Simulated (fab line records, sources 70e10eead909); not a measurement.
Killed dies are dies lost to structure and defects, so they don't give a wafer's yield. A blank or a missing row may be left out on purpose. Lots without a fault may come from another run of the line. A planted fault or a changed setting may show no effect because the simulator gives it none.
Chamber matching | flow nand_harc | NHARC_P_ZERO_WELL_DESCUM_13 on rie_diel-01: 4 sister chambers
The step chemistry O2, time 3 s. 4 wafers are shown with their chamber, then 8 later ones without.

WAFERS WITH THEIR CHAMBER
wafer  | chamber | drypump_motor_current_A (A)
L088.3 | 0       | 5.7
L088.4 | 2       | 6.0
L088.5 | 1       | 6.5
L091.1 | 3       | 6.5

WAFERS WITHOUT THEIR CHAMBER
wafer  | drypump_motor_current_A (A)
L091.2 | 5.7
L091.4 | 6.5
L092.1 | 5.7
L092.3 | 6.5
L092.5 | 5.6
L094.1 | 6.5
L094.2 | 6.0
L094.3 | 6.4

WHICH CHAMBER EACH WENT THROUGH
wafer  | from the rows above     | in truth
L091.2 | 0                       | 0
L091.4 | can't be placed: 1 or 3 | 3
L092.1 | 0                       | 0
L092.3 | can't be placed: 1 or 3 | 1
L092.5 | 0                       | 0
L094.1 | can't be placed: 1 or 3 | 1
L094.2 | 2                       | 2
L094.3 | can't be placed: 1 or 3 | 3
Placed correctly: 4 of 8. Can't be placed from these rows: 4 (the true chamber is among the candidates in 4). Placed wrongly: 0.
How it was worked out, from the rows above alone: a wafer's distance from a chamber is the root of the sum, over the readings, of the square of ((its reading less the chamber's mean) divided by the reading's scatter). The wafer belongs to the nearest chamber; if the next one is less than 2 further off, it can't be placed. A chamber's mean is the mean of its shown wafers. The scatter: with one shown wafer a chamber, the root of the mean of the squares of how far each hidden wafer lies from its nearest shown one.
